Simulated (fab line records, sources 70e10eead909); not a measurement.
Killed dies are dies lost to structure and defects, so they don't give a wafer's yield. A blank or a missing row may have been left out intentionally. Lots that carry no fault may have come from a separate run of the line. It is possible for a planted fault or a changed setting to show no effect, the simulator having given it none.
fab line records | flow nandHarc
record lots=11 | wafers=33 | lastDay=33
route steps=1302 shown A_CONTACT@1099 A_BLC@1122 END@1302
lots with no fault: from the same line, run without faults
startH: hours from the record's opening day to when the first of the lot's shown wafers began | waitH: how many hours have passed since the lot's step before this one | " repeats the value in the row above | L1.1+2: a single row standing in for several wafers | - no value, or no start given | * or withheld: withheld | < > ~ a bound
route shown NAME@n: names a module that has steps shown in the file, with the first one's number in the route | usual: mean and standard deviation over wafers with no fault | same: alike in all rows | chamber/n: place in a boat | sites: the reading at each site | _std_site: their standard deviation | _edge_site: the outer-site mean with the inner-site mean subtracted | radiusMm: how far each site lies from the wafer's centre | mask NAME#n: copy n | behind: the last tool/chamber to shape the wafer | hold: the reason the lot was held/the length of the hold in hours/how it ended | device: names the non-switching transistor (n, p or np) | end of line: tests of these same wafers at the route's end | where a step has no rows: the recipe by itself | killed: count of dies lost to structure and defects at first sort (not the wafer's yield) | map: shows each die of a wafer: x if killed, . if not, _ if none is there
set.NAME: setting as actually run; set.NAME@STEP: the setting as run at that earlier step | model.NAME: the simulator's own value behind a step, which no gauge read
one table for each step of the route and one row for each wafer, over a sample of lots
services: when a tool's chamber went out of use (startH, in hours from the record's first day, below 0 if earlier), for how many hours, and the reason
## steps
# step NHARC_A_CONTACT_STRIP_26
# recipe o2FlowSccm=500 | arFlowSccm=0 | biasW=0 | chemistry=O2
# usual drypumpMotorCurrentA=5.71/0.28 | oesProductAu=0.998/0.014 | rfVppV=58.0/0.96 | showerheadPlenumPTorr=3.58/0.22 | throttleValvePct=17.037/0.0089
lot.wafer | tool       | chamber | startH | waitH | drypumpMotorCurrentA | oesProductAu | rfHoursCounterH | rfVppV | showerheadPlenumPTorr | throttleValvePct
L200.1    | rieDiel-10 | 0       | -      | -     | 6.17                 | 0.989        | 28              | 58.1   | 3.28                  | 17.027
L200.6    | "          | 2       | "      | "     | 5.53                 | 1.005        | -               | 57.5   | 3.28                  | 17.035
L200.5    | "          | 3       | "      | "     | 6.08                 | 0.985        | -               | 58.4   | 3.50                  | 17.031
L205.4    | rieDiel-12 | 2       | -      | -     | 5.89                 | 0.989        | 22              | 56.4   | 3.29                  | 17.016
L205.3    | "          | 3       | "      | "     | 5.47                 | 1.017        | 23              | 59.1   | 3.68                  | 17.024
L205.2    | "          | 0       | "      | "     | 5.56                 | 1.001        | 20              | 58.9   | 3.80                  | 17.037
L207.4    | rieDiel-12 | 2       | -      | -     | 5.90                 | 0.983        | 22              | 59.5   | 3.29                  | 17.049
L207.3    | "          | 1       | "      | "     | 6.04                 | 0.996        | 22              | 56.9   | 3.27                  | 17.044
L207.6    | "          | 2       | "      | "     | 5.91                 | 0.989        | -               | 59.4   | 3.29                  | 17.031
L208.2    | rieDiel-12 | 1       | -      | -     | 6.05                 | 1.002        | 25              | 56.7   | 3.27                  | 17.042
L208.6    | "          | 0       | "      | "     | 5.57                 | 1.005        | -               | 58.4   | 3.79                  | 17.039
L208.5    | "          | 1       | "      | "     | 6.08                 | 0.990        | -               | 57.3   | 3.27                  | 17.031
L214.1    | rieDiel-12 | 2       | -      | -     | 5.92                 | 0.990        | 1               | 57.4   | 3.28                  | 17.044
L214.3    | "          | 3       | "      | "     | 5.43                 | 1.014        | 3               | 59.4   | 3.68                  | 17.034
L214.6    | "          | 0       | "      | "     | 5.56                 | 0.999        | -               | 57.9   | 3.79                  | 17.031
L213.3    | rieDiel-12 | 3       | -      | -     | 5.42                 | 1.015        | 5               | 58.6   | 3.67                  | 17.034
L213.4    | "          | 0       | "      | "     | 5.59                 | 0.976        | 4               | 58.3   | 3.79                  | 17.045
L213.6    | "          | 0       | "      | "     | 5.57                 | 0.982        | -               | 59.5   | 3.79                  | 17.029
L217.1    | rieDiel-12 | 2       | -      | -     | 5.88                 | 0.987        | 3               | 57.5   | 3.28                  | 17.032
L217.6    | "          | 0       | "      | "     | 5.56                 | 0.993        | -               | 57.9   | 3.79                  | 17.045
L217.5    | "          | 1       | "      | "     | 6.05                 | 0.985        | -               | 58.9   | 3.80                  | 17.026
L218.4    | rieDiel-12 | 3       | -      | -     | 5.47                 | 1.015        | 10              | 57.7   | 3.67                  | 17.041
L218.3    | "          | 0       | "      | "     | 5.55                 | 0.995        | 10              | 57.7   | 3.79                  | 17.023
L218.1    | "          | 2       | "      | "     | 5.89                 | 1.002        | 9               | 58.2   | 3.28                  | 17.028
L221.3    | rieDiel-12 | 3       | -      | -     | 5.46                 | 1.013        | 13              | 58.2   | 3.67                  | 17.033
L221.2    | "          | 0       | "      | "     | 5.56                 | 0.997        | 13              | 57.8   | 3.78                  | 17.023
L221.6    | "          | 0       | "      | "     | 5.56                 | 0.997        | -               | 57.8   | 3.78                  | 17.034
L222.4    | rieDiel-12 | 2       | -      | -     | 5.90                 | 0.990        | 15              | 58.1   | 3.27                  | 17.037
L222.3    | "          | 3       | "      | "     | 5.42                 | 1.012        | 15              | 57.1   | 3.67                  | 17.041
L222.6    | "          | 2       | "      | "     | 5.91                 | 0.995        | -               | 57.5   | 3.27                  | 17.032
L223.3    | rieDiel-12 | 1       | -      | -     | 6.08                 | 0.972        | 17              | 57.4   | 3.80                  | 17.036
L223.1    | "          | 2       | "      | "     | 5.92                 | 0.986        | 16              | 56.8   | 3.27                  | 17.055
L223.6    | "          | 3       | "      | "     | 5.42                 | 1.010        | -               | 57.5   | 3.67                  | 17.033
# step NHARC_A_CONTACT_ALD_18
# recipe targetThkA=30 | pulseTimeS=1 | aldCycles=150 | tempC=450 | material=TiN
# usual heaterPowerW=1084/88 | precursorPulseHeightRel=1.000/0.021 | susceptorTempC=450.00/0.23
lot.wafer | tool        | chamber | startH | waitH | heaterPowerW | precursorPulseHeightRel | susceptorTempC
L200.1    | aldMetal-02 | 3       | 506.96 | -     | 954          | 1.016                   | 450.34
L200.5    | "           | 1       | "      | "     | 1158         | 1.024                   | 450.46
L200.6    | "           | 2       | "      | "     | 1201         | 0.991                   | 450.02
L205.2    | aldMetal-04 | 2       | 578.37 | -     | 1141         | 1.033                   | 450.12
L205.3    | "           | 0       | "      | "     | 1117         | 0.975                   | 449.73
L205.4    | "           | 1       | "      | "     | 969          | 1.023                   | 450.18
L207.4    | aldMetal-02 | 2       | 582.26 | -     | 1174         | 0.982                   | 450.13
L207.3    | "           | 3       | "      | "     | 997          | 1.030                   | 450.30
L207.6    | "           | 2       | "      | "     | 1175         | 0.983                   | 449.89
L208.2    | aldMetal-02 | 1       | 593.69 | -     | 1145         | 1.006                   | 449.74
L208.6    | "           | 1       | "      | "     | 1156         | 0.966                   | 449.69
L208.5    | "           | 2       | "      | "     | 1188         | 0.996                   | 450.19
L214.3    | aldMetal-01 | 1       | 652.42 | -     | 991          | 1.010                   | 450.01
L214.1    | "           | 0       | "      | "     | 893          | 1.027                   | 450.00
L214.6    | "           | 1       | "      | "     | 984          | 1.015                   | 450.30
L213.3    | aldMetal-02 | 0       | 660.03 | -     | 1056         | 0.969                   | 449.88
L213.4    | "           | 2       | "      | "     | 1136         | 1.016                   | 450.08
L213.6    | "           | 1       | "      | "     | 1127         | 1.028                   | 450.38
L217.1    | aldMetal-04 | 3       | 666.13 | -     | 1064         | 0.993                   | 450.31
L217.6    | "           | 3       | "      | "     | 1035         | 1.017                   | 450.26
L217.5    | "           | 0       | "      | "     | 1165         | 1.006                   | 450.09
L218.1    | aldMetal-02 | 3       | 710.79 | -     | 933          | 1.004                   | 449.85
L218.4    | "           | 0       | "      | "     | 1068         | 0.984                   | 450.07
L218.3    | "           | 1       | "      | "     | 1159         | 0.999                   | 449.79
L221.2    | aldMetal-02 | 1       | 725.62 | -     | 1178         | 0.977                   | 450.20
L221.3    | "           | 3       | "      | "     | 968          | 1.024                   | 449.74
L221.6    | "           | 1       | "      | "     | 1146         | 1.015                   | 450.14
L222.3    | aldMetal-04 | 0       | 733.31 | -     | 1145         | 1.006                   | 450.25
L222.4    | "           | 3       | "      | "     | 1063         | 0.989                   | 449.99
L222.6    | "           | 1       | "      | "     | 994          | 1.013                   | 449.99
L223.3    | aldMetal-04 | 2       | 743.15 | -     | 1117         | 0.981                   | 450.02
L223.1    | "           | 0       | "      | "     | 1130         | 0.990                   | 449.62
L223.6    | "           | 2       | "      | "     | 1126         | 0.983                   | 449.78
# step NHARC_A_BLC_ETCH_17
# recipe targetDepthA=3900 | overEtchFrac=0.25 | timeS=609.38 | ionEnergyEv=200 | n2FlowSccm=150 | h2FlowSccm=150 | arFlowSccm=0 | rfW=400 | biasW=150 | chemistry=N2/H2
# usual drypumpMotorCurrentA=5.5/0.53 | oesProductAu=1.005/0.013 | rfVppV=429.1/1.9 | showerheadPlenumPTorr=1.98/0.059 | throttleValvePct=14.171/0.0082
lot.wafer | tool       | chamber | startH | waitH | drypumpMotorCurrentA | oesProductAu | rfHoursCounterH | rfVppV | showerheadPlenumPTorr | throttleValvePct
L200.1    | rieDiel-03 | 2       | 509.38 | -     | 5.0                  | 0.976        | 2               | 428.4  | 1.96                  | 14.188
L200.6    | "          | 0       | "      | "     | 5.4                  | 1.020        | -               | 427.8  | 1.93                  | 14.162
L200.5    | "          | 1       | "      | "     | 5.4                  | 1.002        | -               | 429.8  | 2.03                  | 14.168
L205.2    | rieDiel-11 | 3       | 580.76 | -     | 6.2                  | 0.999        | 11              | 429.9  | 2.01                  | 14.158
L205.4    | "          | 0       | "      | "     | 5.5                  | 0.862        | 11              | 427.8  | 1.93                  | 14.174
L205.3    | "          | 1       | "      | "     | 6.5                  | 1.001        | 11              | 430.0  | 2.01                  | 14.165
L207.4    | rieDiel-11 | 2       | 584.56 | -     | 4.8                  | 0.851        | 12              | 428.3  | 1.93                  | 14.159
L207.3    | "          | 3       | "      | "     | 6.2                  | 0.993        | 12              | 430.8  | 2.01                  | 14.164
L207.6    | "          | 2       | "      | "     | 4.8                  | 0.854        | -               | 426.4  | 1.93                  | 14.178
L208.2    | rieDiel-11 | 3       | 596.04 | -     | 6.2                  | 0.985        | 13              | 429.9  | 2.01                  | 14.172
L208.5    | "          | 3       | "      | "     | 6.2                  | 0.990        | -               | 429.7  | 2.01                  | 14.150
L208.6    | "          | 0       | "      | "     | 5.5                  | 0.865        | -               | 428.3  | 1.93                  | 14.160
L214.1    | rieDiel-03 | 3       | 654.81 | -     | 5.3                  | 1.003        | 1               | 430.6  | 2.03                  | 14.169
L214.3    | "          | 1       | "      | "     | 5.4                  | 1.005        | 1               | 430.6  | 2.02                  | 14.164
L214.6    | "          | 0       | "      | "     | 5.4                  | 1.015        | -               | 428.8  | 1.92                  | 14.174
L213.4    | rieDiel-11 | 2       | 662.43 | -     | 4.8                  | 0.998        | 5               | 426.4  | 1.92                  | 14.160
L213.3    | "          | 0       | "      | "     | 5.4                  | 1.019        | 5               | 426.5  | 1.92                  | 14.165
L213.6    | "          | 1       | "      | "     | 6.5                  | 0.993        | -               | 430.8  | 2.01                  | 14.168
L217.1    | rieDiel-11 | 1       | 668.62 | -     | 6.5                  | 1.001        | 5               | 428.8  | 2.01                  | 14.175
L217.6    | "          | 2       | "      | "     | 4.8                  | 0.998        | -               | 427.5  | 1.92                  | 14.193
L217.5    | "          | 3       | "      | "     | 6.3                  | 1.011        | -               | 430.1  | 2.01                  | 14.166
L218.4    | rieDiel-03 | 1       | 713.16 | -     | 5.4                  | 0.984        | 4               | 428.8  | 2.02                  | 14.167
L218.3    | "          | 2       | "      | "     | 5.0                  | 1.005        | 4               | 427.1  | 1.96                  | 14.164
L218.1    | "          | 0       | "      | "     | 5.4                  | 1.022        | 4               | 427.4  | 1.92                  | 14.176
L221.2    | rieDiel-11 | 2       | 728.05 | -     | 4.8                  | 0.998        | 9               | 427.0  | 1.92                  | 14.171
L221.3    | "          | 3       | "      | "     | 6.2                  | 1.013        | 9               | 430.4  | 2.00                  | 14.184
L221.6    | "          | 1       | "      | "     | 6.5                  | 0.983        | -               | 429.8  | 2.01                  | 14.165
L222.3    | rieDiel-03 | 2       | 735.72 | -     | 5.0                  | 1.002        | 5               | 427.4  | 1.96                  | 14.167
L222.4    | "          | 0       | "      | "     | 5.4                  | 1.009        | 5               | 427.1  | 1.92                  | 14.164
L222.6    | "          | 1       | "      | "     | 5.4                  | 0.995        | -               | 430.1  | 2.02                  | 14.164
L223.1    | rieDiel-03 | 3       | 745.37 | -     | 5.3                  | 1.022        | 6               | 430.1  | 2.03                  | 14.173
L223.3    | "          | 1       | "      | "     | 5.4                  | 0.994        | 6               | 431.6  | 2.02                  | 14.177
L223.6    | "          | 3       | "      | "     | 5.3                  | 1.023        | -               | 429.6  | 2.03                  | 14.181
# step NHARC_A_BLC_STRIP_29
# recipe cf4FlowSccm=150 | arFlowSccm=0 | biasW=0 | chemistry=CF4
# usual drypumpMotorCurrentA=5.5/0.54 | oesProductAu=1.004/0.015 | rfVppV=59.1/0.87 | showerheadPlenumPTorr=1.72/0.034 | throttleValvePct=13.285/0.0093
lot.wafer | tool       | chamber | startH | waitH | drypumpMotorCurrentA | oesProductAu | rfHoursCounterH | rfVppV | showerheadPlenumPTorr | throttleValvePct
L200.1    | rieDiel-03 | 1       | 510.16 | 0.1   | 5.4                  | 0.993        | 3               | 58.7   | 1.76                  | 13.282
L200.5    | "          | 1       | "      | "     | 5.4                  | 0.998        | -               | 57.9   | 1.76                  | 13.299
L200.6    | "          | 2       | "      | "     | 5.0                  | 0.989        | -               | 59.7   | 1.71                  | 13.266
L205.2    | rieDiel-03 | 1       | 581.58 | 0.1   | 5.4                  | 1.001        | 7               | 58.6   | 1.76                  | 13.287
L205.4    | "          | 2       | "      | "     | 5.0                  | 0.990        | 8               | 58.8   | 1.71                  | 13.279
L205.3    | "          | 3       | "      | "     | 5.3                  | 0.989        | 7               | 58.1   | 1.76                  | 13.280
L207.4    | rieDiel-11 | 1       | 585.37 | 0.1   | 6.5                  | 0.985        | 12              | 58.4   | 1.75                  | 13.279
L207.3    | "          | 2       | "      | "     | 4.8                  | 0.996        | 12              | 59.2   | 1.68                  | 13.302
L207.6    | "          | 1       | "      | "     | 6.5                  | 0.990        | -               | 59.3   | 1.75                  | 13.272
L208.2    | rieDiel-03 | 2       | 596.92 | 0.1   | 5.0                  | 0.978        | 9               | 58.3   | 1.71                  | 13.292
L208.6    | "          | 1       | "      | "     | 5.4                  | 1.000        | -               | 60.2   | 1.76                  | 13.275
L208.5    | "          | 2       | "      | "     | 5.0                  | 0.984        | -               | 60.2   | 1.71                  | 13.279
L214.3    | rieDiel-03 | 3       | 655.68 | 0.1   | 5.3                  | 1.015        | 2               | 59.5   | 1.76                  | 13.298
L214.1    | "          | 0       | "      | "     | 5.4                  | 1.009        | 2               | 59.5   | 1.68                  | 13.296
L214.6    | "          | 3       | "      | "     | 5.3                  | 1.011        | -               | 57.9   | 1.76                  | 13.287
L213.3    | rieDiel-03 | 2       | 663.27 | 0.1   | 5.0                  | 1.002        | 2               | 57.7   | 1.71                  | 13.288
L213.4    | "          | 3       | "      | "     | 5.3                  | 1.023        | 2               | 59.8   | 1.76                  | 13.281
L213.6    | "          | 0       | "      | "     | 5.4                  | 1.005        | -               | 59.8   | 1.68                  | 13.282
L217.1    | rieDiel-11 | 2       | 669.35 | 0.1   | 4.8                  | 0.991        | 6               | 59.8   | 1.68                  | 13.300
L217.5    | "          | 2       | "      | "     | 4.8                  | 0.994        | -               | 57.0   | 1.68                  | 13.282
L217.6    | "          | 3       | "      | "     | 6.2                  | 1.009        | -               | 59.1   | 1.74                  | 13.272
L218.3    | rieDiel-11 | 1       | 714.02 | 0.1   | 6.4                  | 0.998        | 8               | 59.9   | 1.74                  | 13.273
L218.1    | "          | 3       | "      | "     | 6.2                  | 1.012        | 8               | 60.4   | 1.74                  | 13.280
L218.4    | "          | 1       | "      | "     | 6.5                  | 0.994        | -               | 60.0   | 1.74                  | 13.281
L221.2    | rieDiel-03 | 3       | 728.83 | 0.1   | 5.3                  | 1.032        | 5               | 58.6   | 1.76                  | 13.284
L221.3    | "          | 0       | "      | "     | 5.4                  | 1.020        | 5               | 59.0   | 1.68                  | 13.280
L221.6    | "          | 3       | "      | "     | 5.3                  | 1.021        | -               | 59.2   | 1.76                  | 13.288
L222.3    | rieDiel-11 | 0       | 736.54 | 0.1   | 5.5                  | 1.031        | 9               | 59.0   | 1.68                  | 13.283
L222.4    | "          | 3       | "      | "     | 6.2                  | 1.022        | 10              | 58.7   | 1.74                  | 13.285
L222.6    | "          | 1       | "      | "     | 6.5                  | 0.986        | -               | 58.7   | 1.74                  | 13.283
L223.3    | rieDiel-11 | 2       | 746.25 | 0.1   | 4.8                  | 1.012        | 10              | 57.6   | 1.68                  | 13.294
L223.1    | "          | 3       | "      | "     | 6.2                  | 1.007        | 10              | 60.1   | 1.74                  | 13.294
L223.6    | "          | 2       | "      | "     | 4.8                  | 1.004        | -               | 59.1   | 1.68                  | 13.302
# step NHARC_END_SORT_01
# recipe tempC=25
# usual killedAtArray=52/17 | killedAtOther=1.2/1.4 | killedAtPeriphery=4.7/2.9 | killedDies=58/17 | killedOpen=3.2/1.9 | killedShort=2.4/1.4
# same grossDies=677
lot.wafer | tool      | chamber | startH | waitH | killedAtArray | killedAtOther | killedAtPeriphery | killedDies | killedOpen | killedShort
L205.2    | prober-02 | 0       | 625.66 | 2.8   | 33            | 0             | 3                 | 36         | 3          | 2
L205.3    | prober-02 | 0       | 626.47 | 3.1   | 46            | 0             | 5                 | 51         | 0          | 2
L205.4    | prober-02 | 0       | 627.28 | 3.4   | 566           | 0             | 6                 | 572        | 3          | 2
L207.3    | prober-01 | 0       | 629.77 | 3.1   | 49            | 2             | 11                | 62         | 9          | 5
L207.4    | prober-01 | 0       | 630.56 | 3.4   | 577           | 2             | 4                 | 583        | 5          | 3
L207.6    | prober-01 | 0       | 632.16 | 4.0   | 570           | 1             | 8                 | 579        | 2          | 5
L208.2    | prober-02 | 0       | 643.63 | 2.8   | 69            | 0             | 2                 | 71         | 2          | 1
L208.5    | prober-02 | 0       | 646.03 | 3.7   | 81            | 0             | 6                 | 87         | 8          | 3
L208.6    | prober-02 | 0       | 646.83 | 4.0   | 578           | 0             | 2                 | 580        | 1          | 2
# killed by level:class
L205.2 A_CHANNEL_HOLE_D2:chamberFilmFlake=19 A_STAIRCASE:chamberFilmFlake=4 A_CHANNEL_HOLE_D1:chamberFilmFlake=3 A_DECK1_JOINT:chamberFilmFlake=2 P_BONDPAD:geometricParticle:open=1 A_DECK1_JOINT:geometricParticle:open=1 A_ONON_D2:geometricParticle:open=1 A_CHANNEL_FILL_D2:geometricParticle:short=1
L205.3 A_CHANNEL_HOLE_D2:chamberFilmFlake=35 P_GATE:chamberFilmFlake=4 A_CHANNEL_HOLE_D1:chamberFilmFlake=3 A_DECK1_JOINT:chamberFilmFlake=3 A_CHANNEL_FILL_D2:geometricParticle:short=1 A_STAIRCASE:geometricParticle:short=1 P_M2:chamberFilmFlake=1 A_STAIRCASE:chamberFilmFlake=1
L205.4 A_BLC:areaEtch=533 A_CHANNEL_HOLE_D2:chamberFilmFlake=19 A_CHANNEL_HOLE_D1:chamberFilmFlake=3 A_CONTACT:chamberFilmFlake=3 P_M2:chamberFilmFlake=2 A_DECK1_JOINT:chamberFilmFlake=2 P_STI:geometricParticle:short=1 A_ONON_D1:geometricParticle:open=1
L207.3 A_SLIT:chamberFilmFlake=21 A_CONTACT:chamberFilmFlake=7 A_CHANNEL_HOLE_D2:chamberFilmFlake=6 A_WL_FILL:geometricParticle:short=3 P_STI:chamberFilmFlake=3 P_GATE:chamberFilmFlake=3 P_M0:geometricParticle:open=2 A_ONON_D2:geometricParticle:open=2
L207.4 A_BLC:areaEtch=526 A_SLIT:chamberFilmFlake=24 A_CONTACT:chamberFilmFlake=7 A_CHANNEL_HOLE_D2:chamberFilmFlake=6 A_STAIRCASE:chamberFilmFlake=4 P_STI:chamberFilmFlake=3 A_ONON_D2:geometricParticle:open=2 A_DECK1_JOINT:chamberFilmFlake=2
L207.6 A_BLC:areaEtch=539 A_SLIT:chamberFilmFlake=16 A_CHANNEL_HOLE_D2:chamberFilmFlake=5 A_CONTACT:chamberFilmFlake=3 P_GATE:chamberFilmFlake=2 P_BONDPAD:chamberFilmFlake=2 A_DECK1_JOINT:chamberFilmFlake=2 P_GATE:geometricParticle:open=1
L208.2 A_SLIT:chamberFilmFlake=30 A_CHANNEL_HOLE_D2:chamberFilmFlake=15 A_CHANNEL_HOLE_D1:chamberFilmFlake=14 A_DECK1_JOINT:chamberFilmFlake=2 A_STAIRCASE:chamberFilmFlake=2 A_WL_FILL:chamberFilmFlake=2 P_CONTACT:geometricParticle:open=1 A_DECK1_JOINT:geometricParticle:open=1
L208.5 A_SLIT:chamberFilmFlake=23 A_CHANNEL_HOLE_D2:chamberFilmFlake=22 A_CHANNEL_HOLE_D1:chamberFilmFlake=22 P_M0:geometricParticle:open=3 A_CONTACT:chamberFilmFlake=3 A_M0:geometricParticle:short=2 A_M0:geometricParticle:open=2 A_CHANNEL_FILL_D2:chamberFilmFlake=2
L208.6 A_BLC:areaEtch=515 A_SLIT:chamberFilmFlake=32 A_CHANNEL_HOLE_D2:chamberFilmFlake=13 A_CHANNEL_HOLE_D1:chamberFilmFlake=12 P_GATE:chamberFilmFlake=2 A_CONTACT:chamberFilmFlake=2 A_ONON_D2:geometricParticle:short=1 A_CHANNEL_FILL_D2:geometricParticle:open=1
## services
tool        | chamber | startH | hours | kind
rieDiel-10  | 1       | 482.68 | 6.5   | repair
aldMetal-01 | 3       | 483.72 | 5.6   | repair
aldMetal-01 | -       | 526.00 | 10.0  | pm
rieDiel-10  | 2       | 543.91 | 4.8   | repair
aldMetal-02 | 0       | 561.43 | 8.8   | repair
rieDiel-03  | 1       | 565.57 | 12.8  | repair
rieDiel-10  | -       | 598.86 | 9.0   | pm
rieDiel-11  | -       | 609.51 | 9.0   | pm
aldMetal-02 | -       | 610.00 | 10.0  | pm
rieDiel-12  | -       | 622.40 | 9.0   | pm
rieDiel-12  | 2       | 632.62 | 14.1  | repair
rieDiel-03  | -       | 635.71 | 9.0   | pm
rieDiel-10  | 0       | 635.75 | 1.2   | repair
aldMetal-01 | 3       | 645.59 | 8.9   | repair
aldMetal-02 | -       | 648.89 | 2.0   | repair
aldMetal-04 | -       | 652.04 | 10.0  | pm
aldMetal-01 | -       | 666.37 | 1.0   | repair
aldMetal-01 | 2       | 669.23 | 4.2   | repair
rieDiel-03  | -       | 670.81 | 2.5   | repair
rieDiel-03  | 1       | 689.01 | 3.2   | repair
rieDiel-11  | -       | 690.97 | 1.0   | repair
rieDiel-10  | 1       | 698.98 | 18.1  | repair
rieDiel-11  | 2       | 708.83 | 5.7   | repair
aldMetal-02 | 2       | 730.05 | 3.4   | repair
## key
firstSign step=NHARC_A_BLC_ETCH_17 | reading=oesProductAu | direction=down | sigmas=11 | usual=1.005 | struck=0.858
effect step=NHARC_END_SORT_01 | reading=killedAtArray | direction=up | sigmas=31 | usual=52 | struck=573
moreKillsBornAt NHARC_A_BLC_ETCH_17@rieDiel-11=2113
metAt NHARC_A_BLC_ETCH_17
struckLots L205,L207,L208
struckWafers L205.4,L207.4,L207.6,L208.6
laterRowsLeftOut L205.4,L207.4,L207.6,L208.6
testerLeftOut L205,L207,L208
notActingAt NHARC_A_CONTACT_STRIP_26,NHARC_A_CONTACT_ALD_18,NHARC_A_BLC_STRIP_29
fault kind=processParameterDrift | tool=rieDiel-11 | chamber=- | onsetH=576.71 | steps=NHARC_A_BLC_ETCH_17 | channel=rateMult | offset=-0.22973 | shape=step | endH=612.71 | scope=struckWafersOnly
# testerLeftOut: of these lots the tester's yield and bins aren't shown, on N5 and GAA mostly nor the transistor test; their killed dies are dies lost to structure and defects alone, not to doping, threshold or leakage, so they don't give the yield
# laterRowsLeftOut: the simulator's readings of these wafers behind a module that went badly wrong aren't trusted and aren't shown, but for the sort
